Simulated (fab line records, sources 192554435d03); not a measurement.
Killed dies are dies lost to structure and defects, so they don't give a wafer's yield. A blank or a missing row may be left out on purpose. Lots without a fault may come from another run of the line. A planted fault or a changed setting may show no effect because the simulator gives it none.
One fault seen from 2 desks | flow n5_finfet | each desk has only its own numbers; what lay behind them comes last

THE TOOL OWNER'S DESK: pecvd-02
The tool's own readings at N5_BEOL_M2_DEP_57 (deposits SiCN from 3MS/NH3, target thk 8 nm, time 14 s): means of the sampled wafers that have a number, for each lot that ran on this tool. A lot is out of limits, marked OUT, if its mean lies more than 4 standard deviations from the usual mean; the brackets give that distance.
Columns: A = chamber_pressure_Torr at N5_BEOL_M2_DEP_57, usual 2.999 Torr; B = rf_fwd_power_W at N5_BEOL_M2_DEP_57, usual 199.3 W; C = showerhead_plenum_p_Torr at N5_BEOL_M2_DEP_57, usual 3.659 Torr; D = throttle_valve_pct at N5_BEOL_M2_DEP_57, usual 9.0 %
lot  | first seen here | A     | B     | C     | D
L656 | day 7 22:49     | 3.001 | 198.8 | 3.661 | 9.1
L658 | day 8 12:33     | 3.005 | 199.1 | 3.670 | 9.0
L663 | day 9 16:55     | 3.004 | 198.9 | 3.663 | 9.1
L667 | day 10 18:55    | 2.992 | 198.8 | 3.664 | 9.2
This desk's finding: nothing out of limits on any of the 4 lots.

THE METROLOGY DESK
What the gauges read, lot by lot, whatever tool the lot ran on: means of the sampled wafers that have a number. A lot is out of limits, marked OUT, if its mean lies more than 4 standard deviations from the usual mean; the brackets give that distance. Of its 12 readings 7 are shown: those that lie furthest out on some lot.
Columns: A = M2_RS at N5_BEOL_M2_RS_MEAS_58, usual 0.678 ohm/sq; B = IOFF_N at N5_BEOL_M4_RC_MEAS_101, usual 0.153 nA/um; C = IOFF_P at N5_BEOL_M4_RC_MEAS_101, usual 0.208 nA/um; D = ION_N at N5_BEOL_M4_RC_MEAS_101, usual 672 uA/um; E = SS_P at N5_BEOL_M4_RC_MEAS_101, usual 73.3 mV/dec; F = VT_N at N5_BEOL_M4_RC_MEAS_101, usual 250.4 mV; G = VT_P at N5_BEOL_M4_RC_MEAS_101, usual -250.5 mV
lot  | first seen here | A     | B     | C     | D   | E    | F     | G
L656 | day 7 22:37     | 0.685 | 0.196 | 0.278 | 682 | 74.5 | 246.1 | -244.0
L658 | day 8 12:21     | 0.673 | 0.134 | 0.189 | 657 | 72.9 | 253.2 | -252.9
L663 | day 9 16:44     | 0.696 | 0.148 | 0.230 | 671 | 73.0 | 251.6 | -248.1
L667 | day 10 18:43    | 0.686 | 0.171 | 0.239 | 672 | 72.9 | 247.8 | -246.6
L675 | day 12 13:46    | 0.723 | 0.166 | 0.219 | 679 | 73.7 | 249.3 | -250.6
L676 | day 12 21:22    | 0.668 | 0.160 | 0.217 | 684 | 72.9 | 247.3 | -248.6
This desk's finding: nothing out of limits on any of the 6 lots.

PUT TOGETHER
The tool owner's desk saw nothing out of limits.
The metrology desk saw nothing out of limits.

WHAT THE SIMULATOR HAD PUT IN
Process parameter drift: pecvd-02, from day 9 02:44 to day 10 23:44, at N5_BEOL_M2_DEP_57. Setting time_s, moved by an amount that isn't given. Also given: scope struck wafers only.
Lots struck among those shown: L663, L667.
